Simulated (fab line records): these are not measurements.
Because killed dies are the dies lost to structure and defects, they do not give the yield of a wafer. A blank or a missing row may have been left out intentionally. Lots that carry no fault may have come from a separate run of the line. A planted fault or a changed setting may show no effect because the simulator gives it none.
Problem report, 8D (eight disciplines) form, completed by code	flow nand harc	the parts of the form that need people (team, actions taken, sign-off) are left out

1. THE ISSUE
At NHARC_A_BLC_ETCH_17, run length s averages 589.7 s over 6 wafers from 2 lots, while fault-free wafers read 630.7 s, standard deviation 0.49. Relative to the usual mean, that is a shift of -84 standard deviations.
The step: etches the open film in N2/H2, target depth 390 nm, time 609.38 s.
First observed at day 20 20:40: wafer L389.1, on rie diel-03. The record has a number at this step for 36 wafers belonging to 12 lots. The rule behind "out" and "out of limits": a value lying over 4 standard deviations away from the usual mean. Any other wafer with a number is counted as sound.

2. WHAT THIS IS AND IS NOT
question	is	is not
which readings at this step	run length s	drypump motor current A, oes product au, rf vpp V, showerhead plenum p Torr
which lots	L389, L392	L377, L378, L379, L382, L384, L387, L388, L390, L393, L399
which wafers of those lots	all that have a number	-
read on which tools	rie diel-03	rie diel-08, rie diel-11
when	from day 20 20:40	up to then (27 sound wafers); but 3 sound wafers of L399 came after

3. WHAT RULES OUT EACH SUSPECT
Counting: a tool at a process step up to the reading stays a suspect if it ran every lot that is out and no sound lot after the first of them.
- rie diel-03 at NHARC_A_BLC_DESCUM_15 (chemistry O2, time 3 s): kept. Every lot that is out went through it, starting with L389 (day 20 20:26), and after that it ran no sound lot; the last sound lot it ran before then is L390 (day 20 05:58).
- rie diel-03 at NHARC_A_BLC_ETCH_17 (etches the open film in N2/H2, target depth 390 nm, time 609.38 s): kept. Every lot that is out went through it, starting with L389 (day 20 20:40), and after that it ran no sound lot; the last sound lot it ran before then is L390 (day 20 06:11). Its own readings are out on those wafers: run length s.
Left after counting: rie diel-03 at NHARC_A_BLC_DESCUM_15, rie diel-03 at NHARC_A_BLC_ETCH_17.

4. THE CAUSE (what the simulator had put in)
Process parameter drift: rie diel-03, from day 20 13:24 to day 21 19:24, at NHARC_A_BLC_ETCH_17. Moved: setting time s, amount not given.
This tool is one of the 2 suspects left after counting.

5. THE CHAIN OF EFFECTS, in route order
Each row: a reading whose mean over the struck wafers that have a number lies more than 3 standard deviations from the usual. Scope: only readings with a usual standard deviation given in the record; hours: median across lots of the time from each lot's start at the first step in this table that gives one to its start at this step; sigmas: change in usual standard deviations.
hours	step	reading	usual	on struck wafers	change	sigmas
0	NHARC_A_BLC_ETCH_17	run length s	630.7 s	589.7	-41.0	-84
Its process steps:
- NHARC_A_BLC_ETCH_17: etches the open film in N2/H2, target depth 390 nm, time 609.38 s.

6. WHAT WOULD HAVE CAUGHT IT SOONER
First out-of-limits reading in this record: day 20 20:40, which is 7 hours after fault onset at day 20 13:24.
